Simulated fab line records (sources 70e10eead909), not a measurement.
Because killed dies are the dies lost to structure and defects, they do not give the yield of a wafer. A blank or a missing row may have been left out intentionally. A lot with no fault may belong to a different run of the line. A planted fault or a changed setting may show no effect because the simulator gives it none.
Which tool did it?    flow nandHarc    72 wafers from 24 lots sampled at 3 of the route's 1302 steps

WHAT THE GAUGES SHOWED, per wafer
NHARC_P_M0_THK_MEAS_24: measures by xrf. Usual: thkNm at 117.8 nm, with a standard deviation of 1.9.
lot   measured      on            thkNm (nm)         flag
L074  day 6 03:38   filmMetro-02  120.9 121.1 119.9  
L075  day 6 18:41   filmMetro-02  115.8 120.4 118.0  
L076  day 6 19:51   filmMetro-02  116.8 116.4 116.5  
L077  day 7 11:56   filmMetro-01  118.9 119.7 119.5  
L078  day 7 16:59   filmMetro-02  117.7 116.9 113.8  
L079  day 8 03:45   filmMetro-01  118.2 115.5 118.8  
L080  day 8 15:25   filmMetro-01  117.4 119.0 118.4  
L081  day 8 23:46   filmMetro-01  119.6 121.9 119.3  
L082  day 9 12:19   filmMetro-02  116.1 115.4 117.9  
L083  day 9 17:17   filmMetro-02  116.2 118.7 117.3  
L084  day 10 07:52  filmMetro-02  118.1 117.5 118.7  
L085  day 10 12:40  filmMetro-02  115.0 113.4 112.4  
L086  day 11 03:14  filmMetro-02  120.1 119.2 118.9  
L087  day 11 12:46  filmMetro-01  120.3 120.0 117.0  
L088  day 12 02:50  filmMetro-01  114.7 119.0 115.6  
L089  day 12 22:53  filmMetro-01  117.8 116.1 119.0  
L090  day 13 00:14  filmMetro-01  119.5 119.3 117.0  
L091  day 13 08:24  filmMetro-01  118.2 118.2 119.0  
L093  day 13 22:23  filmMetro-01  118.1 120.6 118.0  
L092  day 13 22:49  filmMetro-01  119.6 114.8 115.0  
L094  day 14 13:43  filmMetro-01  115.7 117.4 116.0  
L095  day 15 05:10  filmMetro-01  118.4 120.8 119.1  
L096  day 15 08:19  filmMetro-01  118.3 116.7 118.9  
L097  day 15 15:26  filmMetro-02  117.2 117.3 118.9  

WHAT TOOL EACH LOT RAN ON (gives the tool, then ch and the chambers of the sampled wafers, and finally the start)
lot   NHARC_P_GATE_RTA_64              NHARC_P_CONTACT_ETCH_18
L074  rtpAnneal-02 ch 0, day 5 17:59   rieDiel-06 ch 0,1,2, day 6 03:38 or earlier
L075  rtpAnneal-02 ch 0, day 6 09:07   rieDiel-01 ch 0,2, day 6 18:41 or earlier
L076  rtpAnneal-02 ch 0, day 6 09:24   rieDiel-04 ch 2,3, day 6 19:51 or earlier
L077  rtpAnneal-02 ch 0, day 7 01:56   rieDiel-04 ch 0,1,3, day 7 11:56 or earlier
L078  rtpAnneal-01 ch 0, day 7 07:26   rieDiel-04 ch 2,3, day 7 16:59 or earlier
L079  rtpAnneal-01 ch 0, day 7 18:12   rieDiel-04 ch 0,1,3, day 8 03:45 or earlier
L080  rtpAnneal-01 ch 0, day 8 06:00   rieDiel-04 ch 0,1,3, day 8 15:25 or earlier
L081  rtpAnneal-01 ch 0, day 8 14:16   rieDiel-06 ch 0,1,2, day 8 23:46 or earlier
L082  rtpAnneal-01 ch 0, day 9 02:25   rieDiel-01 ch 0,1,2, day 9 12:19 or earlier
L083  rtpAnneal-02 ch 0, day 9 07:28   rieDiel-04 ch 0,2,3, day 9 17:17 or earlier
L084  rtpAnneal-01 ch 0, day 9 22:22   rieDiel-06 ch 1,2,3, day 10 07:52 or earlier
L085  rtpAnneal-01 ch 0, day 10 02:22  rieDiel-06 ch 1,2,3, day 10 12:40 or earlier
L086  rtpAnneal-02 ch 0, day 10 17:37  rieDiel-06 ch 2,3, day 11 03:14 or earlier
L087  rtpAnneal-01 ch 0, day 11 03:06  rieDiel-01 ch 0,2,3, day 11 12:46 or earlier
L088  rtpAnneal-02 ch 0, day 11 17:24  rieDiel-06 ch 0,2,3, day 12 02:50 or earlier
L089  rtpAnneal-01 ch 0, day 12 12:45  rieDiel-04 ch 2,3, day 12 22:53 or earlier
L090  rtpAnneal-02 ch 0, day 12 14:41  rieDiel-01 ch 1,2, day 13 00:14 or earlier
L091  rtpAnneal-01 ch 0, day 12 22:46  rieDiel-06 ch 2,3, day 13 08:24 or earlier
L093  rtpAnneal-01 ch 0, day 13 12:51  rieDiel-04 ch 0,1,3, day 13 22:23 or earlier
L092  rtpAnneal-02 ch 0, day 13 13:07  rieDiel-06 ch 2,3, day 13 22:49 or earlier
L094  rtpAnneal-01 ch 0, day 14 04:08  rieDiel-04 ch 0,1,3, day 14 13:43 or earlier
L095  rtpAnneal-02 ch 0, day 14 19:35  rieDiel-04 ch 1,2,3, day 15 05:10 or earlier
L096  rtpAnneal-02 ch 0, day 14 22:59  rieDiel-06 ch 0,1,2, day 15 08:19 or earlier
L097  rtpAnneal-01 ch 0, day 15 05:29  rieDiel-06 ch 0,1, day 15 15:26 or earlier
- NHARC_P_GATE_RTA_64: time 1 s.
- NHARC_P_CONTACT_ETCH_18: etches the open film in C4F8/O2/Ar, target depth 481 nm, time 240.5 s.

AS READ BY THE TOOLS THEMSELVES (means over the sampled wafers that have a number; for cases with no such wafer, the mark the record gives instead)
NHARC_P_GATE_RTA_64. Usual: lampPowerPct 36.3 %, standard deviation 1.3; lamp_zone_6_pct 36.2 %, standard deviation 1.3; wafer_temp_C_max 1055.7, standard deviation 1.2.
lot   tool          lampPowerPct (%)  lamp_zone_6_pct (%)  wafer_temp_C_max  flag
L074  rtpAnneal-02  37.8              37.7                 1056.0            
L075  rtpAnneal-02  37.7              37.7                 1055.6            
L076  rtpAnneal-02  37.7              37.7                 1056.9            
L077  rtpAnneal-02  37.7              37.6                 1057.2            
L078  rtpAnneal-01  35.0              35.0                 1054.7            
L079  rtpAnneal-01  35.1              35.0                 1055.0            
L080  rtpAnneal-01  35.0              34.9                 1055.7            
L081  rtpAnneal-01  35.0              34.9                 1054.8            
L082  rtpAnneal-01  35.0              35.0                 1055.0            
L083  rtpAnneal-02  37.7              37.6                 1056.8            
L084  rtpAnneal-01  35.1              35.0                 1056.5            
L085  rtpAnneal-01  35.1              35.0                 1054.8            
L086  rtpAnneal-02  37.7              37.6                 1056.4            
L087  rtpAnneal-01  34.9              34.9                 1055.3            
L088  rtpAnneal-02  37.7              37.7                 1055.9            
L089  rtpAnneal-01  35.0              34.9                 1054.3            
L090  rtpAnneal-02  37.7              37.7                 1056.6            
L091  rtpAnneal-01  35.1              34.9                 1055.7            
L093  rtpAnneal-01  35.1              35.0                 1055.7            
L092  rtpAnneal-02  37.7              37.7                 1056.5            
L094  rtpAnneal-01  35.0              35.0                 1054.8            
L095  rtpAnneal-02  37.7              37.7                 1056.1            
L096  rtpAnneal-02  37.7              37.7                 1056.2            
L097  rtpAnneal-01  35.0              35.0                 1055.0            

NHARC_P_CONTACT_ETCH_18. Usual: oesProductAu 0.961 a.u., standard deviation 0.02; rfVppV 979 V, standard deviation 5.1.
lot   tool        oesProductAu (a.u.)  rfVppV (V)  flag
L074  rieDiel-06  0.934                979         
L075  rieDiel-01  0.957                980         
L076  rieDiel-04  0.930                983         
L077  rieDiel-04  0.970                979         
L078  rieDiel-04  0.964                983         
L079  rieDiel-04  0.972                979         
L080  rieDiel-04  0.972                980         
L081  rieDiel-06  0.975                978         
L082  rieDiel-01  0.973                980         
L083  rieDiel-04  0.981                980         
L084  rieDiel-06  0.958                977         
L085  rieDiel-06  0.975                977         
L086  rieDiel-06  0.926                976         
L087  rieDiel-01  0.955                981         
L088  rieDiel-06  0.969                976         
L089  rieDiel-04  0.977                984         
L090  rieDiel-01  0.960                976         
L091  rieDiel-06  0.948                976         
L093  rieDiel-04  0.978                979         
L092  rieDiel-06  0.989                974         
L094  rieDiel-04  0.973                979         
L095  rieDiel-04  0.933                983         
L096  rieDiel-06  0.970                979         
L097  rieDiel-06  0.926                979         

THE ANSWER, worked out from the rows above alone
Rule: take the mean of a lot's wafers that have a number; if it is more than 3 standard deviations from the usual mean, the lot is off. A lot without any number at a reading at which 4 lots or more have one is off too. Any other lot the step has rows for is counted as sound. After the gauges, taken in route order, come the tools' own readings; for these a lot's mean is taken, as printed above. At the first step where some lot is off, the reading lying furthest off is the one used; lots without a number count as furthest.
Across all readings shown, no lot is off: no conclusion can be drawn from this.

WHAT THE SIMULATOR HAD INSERTED
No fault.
